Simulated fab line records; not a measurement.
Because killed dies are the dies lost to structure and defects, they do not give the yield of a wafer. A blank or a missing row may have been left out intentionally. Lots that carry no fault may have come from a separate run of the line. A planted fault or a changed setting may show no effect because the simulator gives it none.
Which of the tools did it? ; flow nand_harc ; Sampling: 11 lots, 33 wafers, 5 of 1302 route steps

== WHAT THE GAUGES READ, wafer by wafer ==
NHARC_END_SORT_01.
lot;measured;on;killed_at_array
L649;day 26 19:14;prober-01;76 43 81
L651;day 26 23:59;prober-02;31 24 20

== EACH LOT AND THE TOOL THAT RAN IT (in order: tool; ch and the chambers of the sampled wafers; start) ==
lot;NHARC_P_GATE_ETCHBACK_37;NHARC_P_GATE_DESCUM_61;NHARC_P_GATE_RTA_64;NHARC_P_CONTACT_DEP_00
L650;rie_diel-13 ch 0,1,3, day 7 07:21 or earlier;rie_diel-13 ch 0,2,3, day 7 07:21;rtp_anneal-01 ch 0, day 7 13:01;pecvd-01 ch 0,1,2, no start
L649;rie_diel-05 ch 0,1,3, day 7 08:06 or earlier;rie_diel-09 ch 0,1,3, day 7 08:06;rtp_anneal-01, day 7 13:11;-
L651;rie_diel-05 ch 1,2, day 7 22:22 or earlier;rie_diel-05 ch 0,2,3, day 7 22:22;rtp_anneal-01, day 8 01:44;-
L653;rie_diel-13 ch 1,2, day 8 11:07 or earlier;rie_diel-09 ch 0,1, day 8 11:07;rtp_anneal-01 ch 0, day 8 14:39;pecvd-02 ch 1,2, no start
L659;rie_diel-05 ch 0,1,2, day 11 13:10 or earlier;rie_diel-09 ch 0,1,2, day 11 13:10;rtp_anneal-01 ch 0, day 11 16:32;pecvd-01 ch 1,2, no start
L662;rie_diel-09 ch 1,2,3, day 12 10:25 or earlier;rie_diel-05 ch 0,1,2, day 12 10:25;rtp_anneal-01 ch 0, day 12 13:46;pecvd-03 ch 0,2, no start
L663;rie_diel-13 ch 2,3, day 12 20:23 or earlier;rie_diel-09 ch 0,1,3, day 12 20:23;rtp_anneal-02 ch 0, day 12 23:50;pecvd-03 ch 1,2, no start
L664;rie_diel-05 ch 0,1,3, day 13 16:56 or earlier;rie_diel-09 ch 0,1, day 13 16:56;rtp_anneal-01 ch 0, day 13 20:20;pecvd-01 ch 0,1, no start
L665;rie_diel-13 ch 0,1,3, day 13 21:11 or earlier;rie_diel-13 ch 0,1,3, day 13 21:11;rtp_anneal-01 ch 0, day 14 00:35;pecvd-03 ch 0,1,2, no start
L666;rie_diel-05 ch 0,3, day 14 00:56 or earlier;rie_diel-05 ch 0,1,2, day 14 00:56;rtp_anneal-01 ch 0, day 14 04:11;pecvd-03 ch 0,1,2, no start
L669;rie_diel-13 ch 1,3, day 15 00:52 or earlier;rie_diel-13 ch 0,1,3, day 15 00:52;rtp_anneal-02 ch 0, day 15 04:13;pecvd-03 ch 0, day 15 05:57
- NHARC_P_GATE_ETCHBACK_37: etches the open film in CHF3/O2, target depth 34.5 nm, time 17.2 s.
- NHARC_P_GATE_DESCUM_61: chemistry O2, time 3 s.
- NHARC_P_GATE_RTA_64: time 1 s.
- NHARC_P_CONTACT_DEP_00: deposits SiO2, target thk 500 nm.

== THE ANSWER, worked out from the rows above alone ==
Rule: usual is defined by the lots themselves. Put in order of their means at a reading, lots are off if they are a third of the lots or fewer, leave a main group of 4 or more, and stand apart from it by a gap of 3 or more times the standard deviation of the main group's means; of several such gaps the widest counts. A main group whose means are all the same, to the digits that the tables above print for the reading, isn't used. A lot without any number at a reading at which 4 lots or more have one is off too. All remaining lots with rows at the step are treated as sound.
No lot is off at any reading shown: from this, nothing can be told.

== WHAT THE SIMULATOR HAD PUT IN ==
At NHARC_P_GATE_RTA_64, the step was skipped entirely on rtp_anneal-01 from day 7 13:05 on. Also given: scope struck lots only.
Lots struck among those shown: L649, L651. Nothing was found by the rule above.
